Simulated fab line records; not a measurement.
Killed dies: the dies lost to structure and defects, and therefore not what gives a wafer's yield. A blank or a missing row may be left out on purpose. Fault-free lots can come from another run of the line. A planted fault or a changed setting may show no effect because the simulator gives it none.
3 desks, one fault    flow n5_finfet    what lay behind the numbers comes last; until then each desk has only its own

== THE METROLOGY DESK ==
What the gauges read, lot by lot, whatever tool the lot ran on: means of the sampled wafers that have a number. The brackets show how far a lot's mean lies from the usual mean; more than 4 standard deviations puts the lot out of limits, marked OUT. Shown here are 7 of its 12 readings, the ones lying furthest out on some lot.
Columns: A = cd_nm at N5_BEOL_M4_CD_MEAS_28, usual 26.21 nm; B = V3_OVL at N5_BEOL_M4_OVL_MEAS_29, usual 0.2 nm; C = DIBL_N at N5_BEOL_M4_RC_MEAS_101, usual 36.8 mV/V; D = DIBL_P at N5_BEOL_M4_RC_MEAS_101, usual 37.1 mV/V; E = IOFF_N at N5_BEOL_M4_RC_MEAS_101, usual 0.18 nA/um; F = ION_N at N5_BEOL_M4_RC_MEAS_101, usual 682 uA/um; G = VT_P at N5_BEOL_M4_RC_MEAS_101, usual -249 mV
lot   first seen here  A      B     C     D     E     F    G
L606  day 8 12:19      26.07  1.8   33.4  33.9  0.14  670  -251
L612  day 10 03:30     26.20  0.9   36.6  38.8  0.18  696  -252
L613  day 10 12:33     26.44  0.5   36.6  36.7  0.16  678  -251
L623  day 13 01:55     26.08  -0.2  36.3  38.8  0.17  684  -243
L625  day 13 11:47     26.90  -0.1  37.1  36.4  0.16  673  -250
Result from this desk: across the 5 lots, nothing is out of limits.

== THE DEFECT DESK ==
What the inspections along the route counted, lot by lot: means of the sampled wafers that have a number. The brackets show how far a lot's mean lies from the usual mean; more than 4 standard deviations puts the lot out of limits, marked OUT.
Columns: A = raw_defect_count at N5_BEOL_M4_INSPECT_30, usual 429
lot   first seen here  A
L606  day 8 12:24      381
L612  day 10 03:35     391
L613  day 10 12:38     384
L623  day 13 02:00     403
L625  day 13 11:53     431
Result from this desk: across the 5 lots, nothing is out of limits.

== FOR THE TOOL OWNER'S DESK: rie_diel-03 ==
The tool's own readings at N5_BEOL_M4_ETCH_70 (etches SOC in N2/H2, target depth 80 nm, overetch 24 nm, time 130 s): means of the sampled wafers that have a number, for each lot that ran on this tool. The brackets show how far a lot's mean lies from the usual mean; more than 4 standard deviations puts the lot out of limits, marked OUT.
Columns: A = drypump_motor_current_A at N5_BEOL_M4_ETCH_70, usual 5.7 A; B = h2_flow_sccm at N5_BEOL_M4_ETCH_70, usual 199.9 sccm; C = oes_product_au at N5_BEOL_M4_ETCH_70, usual 0.59 a.u.; D = rf_vpp_V at N5_BEOL_M4_ETCH_70, usual 524.2 V; E = showerhead_plenum_p_Torr at N5_BEOL_M4_ETCH_70, usual 2.56 Torr; F = throttle_valve_pct at N5_BEOL_M4_ETCH_70, usual 17.88 %
lot   first seen here  A    B      C     D      E     F
L606  day 8 16:33      5.7  200.0  0.58  526.4  2.63  17.89
L623  day 13 10:03     6.2  200.2  0.58  523.5  2.56  17.76
Result from this desk: across the 2 lots, nothing is out of limits.

== BROUGHT TOGETHER ==
The metrology desk saw nothing out of limits.
No out-of-limits result turned up at the defect desk.
The desk of the tool owner found nothing out of limits.

== WHAT WAS PUT IN BY THE SIMULATOR ==
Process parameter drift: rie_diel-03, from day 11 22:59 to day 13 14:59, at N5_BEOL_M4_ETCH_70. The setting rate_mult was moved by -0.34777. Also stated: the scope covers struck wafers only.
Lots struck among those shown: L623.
